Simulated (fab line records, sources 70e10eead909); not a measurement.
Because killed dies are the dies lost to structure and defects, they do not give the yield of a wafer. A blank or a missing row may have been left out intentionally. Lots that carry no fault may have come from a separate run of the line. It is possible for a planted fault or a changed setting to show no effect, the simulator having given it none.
A struck lot beside a sound one -- flow nandHarc -- 40 steps out of a route of 1302
Sound: the wafers L967.2, L967.4, L967.6. Struck: wafers L970.1, L970.3, L970.6. The cause is named last.
Per side, at each step with rows, come the tool, then ch with its chambers, and then its first start. Under that, the readings that differ: sound wafers -- struck wafers -- difference of the means -- sigmas: that difference in standard deviations of wafers without a fault.
alike: same words and numbers on both sides, and readings whose means sit less than 2 such deviations apart. not compared: any withheld reading, any reading some wafer has no value for, any bound like >300 that may hide the same value, and any number with overlapping values for which the record gives no deviation.
A row with sigmas, a row that says differs or no value, or rows on one side alone: a step with any of these is where the two part. Numbers that don't overlap but have no deviation are shown without sigmas and don't part them. A reading missing from all wafers of one side parts the sides only when that side holds two or more wafers.

first, 10 steps without rows for these wafers: NHARC_THIN_TSV_COAT_06; NHARC_THIN_TSV_SOFTBAKE_07 (time 95 s); NHARC_THIN_TSV_EBR_08; NHARC_THIN_TSV_EXPOSE_09 (exposes mask TSV); NHARC_THIN_TSV_PEB_10 (peb time 85 s); NHARC_THIN_TSV_DEVELOP_11 (time 70 s); NHARC_THIN_TSV_HARDBAKE_13 (time 80 s); NHARC_THIN_TSV_DESCUM_14 (chemistry O2, time 3 s); NHARC_THIN_TSV_ETCH_44 (etches the open film in CF4/O2, target depth 1594.2 nm, time 797.1 s); NHARC_THIN_TSV_ETCH_15 (target depth 3000 nm, bosch target overetch cycles 2, bosch etch step 2.8 s).
NHARC_THIN_TSV_STRIP_45: strips in O2.
  sound on plasmaAsher-01 ch 0, day 27 09:42; struck on plasmaAsher-01 ch 0,1, day 28 05:38
  alike: drypumpMotorCurrentA, heaterPowerW, tempC
  not compared: rfHoursCounterH
then, 27 steps without rows for these wafers: NHARC_THIN_TSV_STRIP_46 (strips in post etch residue remover, time 1200 s); NHARC_THIN_TSV_DEP_47 (deposits SiO2, target thk 200 nm); NHARC_THIN_TSV_ETCHBACK_48 (etches the open film in C4F8/Ar, target depth 1028.5 nm, time 405.17 s); NHARC_THIN_TSV_STRIP_62 (strips in N2/H2, time 20 s); NHARC_THIN_TSV_DEGAS_49 (time 120 s); NHARC_THIN_TSV_PRE_CLEAN_50 (time 30 s); NHARC_THIN_TSV_PVD_19 (deposits TaN, target thk 20 nm); NHARC_THIN_TSV_PVD_51 (deposits Cu, target thk 100 nm); NHARC_THIN_TSV_ECD_20 (material Cu, target thk 2000 nm); NHARC_THIN_TSV_ANNEAL_52 (time 90 s); NHARC_THIN_TSV_CMP_21 (polishes, t overpolish 30 s, target thk 2000 nm); NHARC_THIN_TSV_SRD_23; NHARC_THIN_TSV_DEGAS_53 (time 60 s); NHARC_THIN_TSV_PRE_CLEAN_54 (time 30 s); NHARC_THIN_TSV_PVD_55 (deposits TiN, target thk 50 nm); NHARC_THIN_TSV_PVD_24 (deposits Al, target thk 800 nm); NHARC_THIN_TSV_DEHYDRATE_25 (time 120 s); NHARC_THIN_TSV_HMDS_26 (time 30 s); NHARC_THIN_TSV_COAT_27; NHARC_THIN_TSV_SOFTBAKE_28 (time 95 s); NHARC_THIN_TSV_EBR_29; NHARC_THIN_TSV_EXPOSE_30 (exposes mask PAD); NHARC_THIN_TSV_PEB_31 (peb time 85 s); NHARC_THIN_TSV_DEVELOP_32 (time 70 s); NHARC_THIN_TSV_HARDBAKE_34 (time 80 s); NHARC_THIN_TSV_DESCUM_35 (chemistry O2, time 3 s); NHARC_THIN_TSV_ETCH_59 (etches the open film in Cl2/BCl3, target depth 880 nm, time 138.1 s).
NHARC_END_WLT_00:
  sound on prober-01 at day 27 21:13; struck on prober-02 at day 28 19:47
reading,sound,struck,difference,sigmas
hold,- - -,awaitDispo/2.3h/release awaitDispo/2.3h/release awaitDispo/2.3h/release,no value on the sound wafers,
  alike: VT_DECK1_BOTTOM, VT_DECK1_BOTTOM_INNER, VT_DECK1_MEDIAN_NEAR_BOTTOM, VT_DECK1_MEDIAN_NEAR_BOTTOM_INNER, VT_DECK1_MIDDLE, VT_DECK1_MIDDLE_INNER, VT_DECK1_TOP, VT_DECK1_TOP_INNER, VT_DECK2_BOTTOM, VT_DECK2_BOTTOM_INNER, VT_DECK2_MEDIAN_NEAR_BOTTOM, VT_DECK2_MEDIAN_NEAR_BOTTOM_INNER, VT_DECK2_MIDDLE, VT_DECK2_MIDDLE_INNER, VT_DECK2_TOP, VT_DECK2_TOP_INNER
NHARC_END_SORT_01:
  sound on prober-01 ch 0, day 28 00:31; struck on prober-01 ch 0, day 28 22:49
reading,sound,struck,difference,sigmas
hold,- - -,awaitDispo/1.6h/release awaitDispo/1.6h/release awaitDispo/1.6h/release,no value on the sound wafers,
defectLimitedYield (%),95.3 93.2 94.2,81.8 84.5 80.4,-12.0,-5
killedAtOther,3 3 0,70 61 64,+63,+45
killedDies,32 46 39,123 105 133,+81,+5
  alike: killedAtArray, killedAtPeriphery, killedOpen, killedShort

## WHERE THEY PART
At NHARC_END_WLT_00 first; at NHARC_END_SORT_01 last (within this record only).

WHY: the cause the simulator had injected
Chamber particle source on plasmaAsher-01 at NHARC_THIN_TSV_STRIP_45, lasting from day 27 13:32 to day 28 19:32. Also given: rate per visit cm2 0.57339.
